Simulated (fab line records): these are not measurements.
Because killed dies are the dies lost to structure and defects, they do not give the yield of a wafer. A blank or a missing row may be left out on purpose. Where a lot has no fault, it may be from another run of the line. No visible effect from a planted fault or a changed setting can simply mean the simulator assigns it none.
Struck lot and sound lot, side by side / flow n5_finfet / 14 steps out of a route of 1938
Sound: the wafers L580.3, L580.5, L580.6. The struck wafers were L578.1, L578.3, L578.6. Last of all comes the cause.
For every step that has rows: the tool of each side, followed by ch and its chambers, followed by its first start. Under that, the readings that differ: sound wafers / struck wafers / difference of the means / sigmas: that difference in standard deviations of wafers without a fault.
alike: readings with means less than 2 such deviations apart, plus words and numbers identical on both sides. not compared: withheld readings, readings lacking a value on some wafer, bounds such as >300 that could conceal the same value, and numbers that have no deviation in the record and whose values overlap.
The two part at a step that has a row with sigmas, a row that says differs or no value, or rows on one side only. Numbers that have no deviation but don't overlap get no sigmas and don't part them. A reading that every wafer of one side lacks parts them only if that side has two wafers or more.

first, 2 steps without rows for these wafers: N5_DUMMY_GATE_PRECLEAN_46 (cleans in DIW, time 89.5 s); N5_DUMMY_GATE_SRD_47 (dry time 32 s).
N5_DUMMY_GATE_CMP_04: polishes a-Si.
  sound on cmp-04 ch 0,1,2, day 5 09:31; struck on cmp-04 ch 0,2,3, day 4 19:31
  alike: motor_current_A, time_to_endpoint_s
N5_DUMMY_GATE_THK_MEAS_05:
  struck on film_metro-02, day 4 19:46; sound on film_metro-01, day 5 09:40
  alike: thk_nm
then, 8 steps without rows for these wafers: N5_DUMMY_GATE_HM_DEP_06 (deposits SiNx from DCS/NH3, target thk 80 nm, time 5141 s); N5_DUMMY_GATE_PECVD_30 (deposits SiO2 from TEOS/O2, target thk 55 nm, time 10.8 s); N5_DUMMY_GATE_COAT_34 (time 60 s, resist thk 60 nm); N5_DUMMY_GATE_COAT_35 (time 60 s, resist thk 10 nm); N5_DUMMY_GATE_COAT_28 (time 60 s, resist thk 10 nm); N5_DUMMY_GATE_COAT_09 (resist thk 30 nm); N5_DUMMY_GATE_EBR_11; N5_DUMMY_GATE_SOFTBAKE_10 (time 60 s).
N5_DUMMY_GATE_EXPOSE_12: exposes mask GATE, target cd 25 nm.
  struck on euv_scanner-01, day 5 00:03; sound on euv_scanner-01 ch 0, day 5 13:59
  no value came back on the struck wafers for exposure_dose_mJ_cm2, focus_offset_nm (nm); on the sound wafers exposure_dose_mJ_cm2 reads 34.05 34.10 34.14
  alike: mask
then, 1 step without rows for these wafers: N5_DUMMY_GATE_PEB_13 (peb time 60 s).

== WHERE THEY PART ==
At N5_DUMMY_GATE_EXPOSE_12 and nowhere else, as far as this record goes.

WHY: what the simulator had put in
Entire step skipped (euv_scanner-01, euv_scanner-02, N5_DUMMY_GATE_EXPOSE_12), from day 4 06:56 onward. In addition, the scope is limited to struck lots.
